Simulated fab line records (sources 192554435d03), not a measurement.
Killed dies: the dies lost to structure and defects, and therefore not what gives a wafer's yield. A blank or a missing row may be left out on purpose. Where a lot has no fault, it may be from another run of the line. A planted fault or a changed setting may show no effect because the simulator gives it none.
fab line records    flow n5Finfet
[record] lots = 5  wafers = 15  lastDay = 16
route steps=1938 shown MIM_BOT_LITHO@1854
lots that met no fault: taken from a fault-free run of the same line
startH: hours from the record's opening day to when the first of the lot's shown wafers began    waitH: hours elapsed since this lot's preceding step    " as in the row above    L1.1+2: several wafers, shown together as one row    - no value, or no start given    * or withheld: withheld    < > ~ a bound
route shown NAME@n: names a module that has steps shown in the file, with the first one's number in the route    usual: mean/standard deviation of fault-free wafers    same: alike in all rows    chamber/n: place in a boat    sites: each site's reading    _std_site: the values' standard deviation    _edge_site: mean of outer sites minus mean of inner sites    radiusMm: for every site, how far away it sits from the centre of the wafer    mask NAME#n: copy n    behind: tool/chamber where the wafer was last shaped    hold: cause of the lot's hold/its duration in hours/its outcome    device: transistor that didn't switch, given as n, p or np    end of line: the tests these same wafers got at the end of their route    step lacking rows: just its recipe    killed: count of dies lost to structure and defects at first sort (not the wafer's yield)    map: per-die view of a wafer (x killed, . not killed, _ where there is no die)
set.NAME: the setting that was run; set.NAME@STEP: the one run at that earlier step    model.NAME: the simulator's own value behind a step, which no gauge read
lots at some steps of the route; a table a step, a row a wafer
services: the hour from which a tool's chamber was out of use, counted from the record's first day as startH (under 0 if before that day), plus the number of hours and why
[[steps]]
[step N5_MIM_BOT_LITHO_HMDS_01]
[recipe] timeS = 60  tempC = 120
lot.wafer   tool           chamber  startH  waitH
L077.1+3+6  lithoTrack-05  0        268.57  0.0
L081.1+5+6  lithoTrack-05  0        297.71  0.0
L083.1+4+5  lithoTrack-05  0        303.22  0.0
L087.1+2+5  lithoTrack-01  0        330.07  0.0
L093.1+3+5  lithoTrack-03  0        373.73  0.0
[step N5_MIM_BOT_LITHO_COAT_02]
[recipe] spinRpm = *  resistThkNm = *
lot.wafer   tool           chamber  startH  waitH
L077.1+3+6  lithoTrack-05  0        -       -
L081.1+5+6  lithoTrack-05  0        -       -
L083.1+4+5  lithoTrack-05  0        -       -
L087.1+2+5  lithoTrack-01  0        -       -
L093.1+3+5  lithoTrack-03  0        -       -
[step N5_MIM_BOT_LITHO_EBR_04]
[recipe] solvent = PGMEA  ebrWidthMm = 1.5
lot.wafer   tool           chamber  startH  waitH
L077.1+3+6  lithoTrack-05  0        -       -
L081.1+5+6  lithoTrack-05  0        -       -
L083.1+4+5  lithoTrack-05  0        -       -
L087.1+2+5  lithoTrack-01  0        -       -
L093.1+3+5  lithoTrack-03  0        -       -
[step N5_MIM_BOT_LITHO_SOFTBAKE_03]
[recipe] tempC = 100  timeS = 90
lot.wafer   tool           chamber  startH  waitH
L077.1+3+6  lithoTrack-05  0        -       -
L081.1+5+6  lithoTrack-05  0        -       -
L083.1+4+5  lithoTrack-05  0        -       -
L087.1+2+5  lithoTrack-01  0        -       -
L093.1+3+5  lithoTrack-03  0        -       -
[step N5_MIM_BOT_LITHO_EXPOSE_05]
[recipe] maskId = MIM_BOT  na = 0.55  sourceShape = conventional  sigmaOuter = 0.8  polarization = unpolarized  doseMj = 24.25
lot.wafer   tool           chamber  startH  waitH  mask
L077.1+3+6  krfScanner-02  0        268.95  -      MIM_BOT#0
L081.1+5+6  krfScanner-01  0        297.95  -      MIM_BOT#0
L083.1+4+5  krfScanner-01  0        303.32  -      MIM_BOT#0
L087.1+2+5  krfScanner-01  0        330.31  -      MIM_BOT#0
L093.1+3+5  krfScanner-01  0        373.96  -      MIM_BOT#0
[step N5_MIM_BOT_LITHO_PEB_06]
[recipe] pebTempC = withheld  pebTimeS = *
lot.wafer   tool           chamber  startH  waitH
L077.1+3+6  lithoTrack-01  0        269.00  0.1
L081.1+5+6  lithoTrack-03  0        298.00  0.1
L083.1+4+5  lithoTrack-05  0        303.38  0.1
L087.1+2+5  lithoTrack-01  0        330.36  0.1
L093.1+3+5  lithoTrack-03  0        374.02  0.1
[step N5_MIM_BOT_LITHO_DEVELOP_07]
[recipe] developTimeS = 60  rinseLiquid = diw  dry = airSpin  devTempC = 21
[usual] developerTempC = 21.01/0.098
lot.wafer  tool           chamber  startH  waitH  developerTempC
L077.1     lithoTrack-01  0        -       -      20.87
L077.3     "              0        "       "      20.98
L077.6     "              0        "       "      21.17
L081.1     lithoTrack-03  0        -       -      21.12
L081.5     "              0        "       "      21.08
L081.6     "              0        "       "      21.05
L083.1     lithoTrack-05  0        -       -      21.11
L083.4     "              0        "       "      21.15
L083.5     "              0        "       "      21.05
L087.1     lithoTrack-01  0        -       -      20.96
L087.2     "              0        "       "      20.85
L087.5     "              0        "       "      20.89
L093.1     lithoTrack-03  0        -       -      21.04
L093.3     "              0        "       "      20.88
L093.5     "              0        "       "      21.06
[step N5_MIM_BOT_LITHO_HARDBAKE_09]
[recipe] tempC = 130  timeS = 120
lot.wafer   tool           chamber  startH  waitH
L077.1+3+6  lithoTrack-01  0        -       -
L081.1+5+6  lithoTrack-03  0        -       -
L083.1+4+5  lithoTrack-05  0        -       -
L087.1+2+5  lithoTrack-01  0        -       -
L093.1+3+5  lithoTrack-03  0        -       -
[[services]]
tool           chamber  startH  hours  kind
krfScanner-02  -        276.20  1.3    pm
krfScanner-01  -        284.24  0.8    pm
krfScanner-02  -        306.33  0.8    pm
krfScanner-02  -        321.51  1.0    pm
krfScanner-01  0        323.05  -      calibration
krfScanner-01  -        340.58  1.0    pm
krfScanner-02  -        343.07  0.5    repair
krfScanner-02  0        362.55  -      calibration
[[key]]
fault none
